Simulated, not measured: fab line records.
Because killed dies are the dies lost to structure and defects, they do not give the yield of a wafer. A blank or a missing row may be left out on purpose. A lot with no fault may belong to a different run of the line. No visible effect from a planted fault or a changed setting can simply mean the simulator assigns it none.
Matching of chambers	flow n5-finfet	N5_BEOL_M2_CO_CAP_55 on cvd-co-01: 3 sister chambers
The step material Co, precursor CCTBA/H2, target thk 2 nm, time 102.1 s. 6 wafers are shown with their chamber, then 12 later ones without.

== WAFERS WITH THEIR CHAMBER ==
wafer	chamber	heater-power-w (W)
L088.3	0	258
L088.4	0	260
L088.6	2	210
L089.1	1	291
L089.4	2	209
L089.6	1	297

== WAFERS WHOSE CHAMBER IS MISSING ==
wafer	heater-power-w (W)
L092.1	207
L092.4	210
L092.5	261
L093.1	258
L093.4	258
L093.6	206
L095.1	210
L095.2	252
L095.3	286
L095.4	298
L095.5	208
L095.6	251

== WHICH CHAMBER EACH WENT THROUGH ==
wafer	from the rows above	in truth
L092.1	2	2
L092.4	2	2
L092.5	0	0
L093.1	0	0
L093.4	0	0
L093.6	2	2
L095.1	2	2
L095.2	0	0
L095.3	1	1
L095.4	1	1
L095.5	2	2
L095.6	0	0
12 of 12 placed correctly. From these rows, 0 cannot be placed. Wrongly placed: 0.
How it was worked out, from the rows above alone: a wafer's distance from a chamber is the root of the sum, over the readings, of the square of ((its reading less the chamber's mean) divided by the reading's scatter). The wafer belongs to the nearest chamber; if the next one is less than 2 further off, it can't be placed. For every chamber, the mean is computed from those of its wafers that are shown. The scatter: the root of (the sum of the squares of (reading less its chamber's mean) over the shown wafers, divided by (wafers less chambers)).
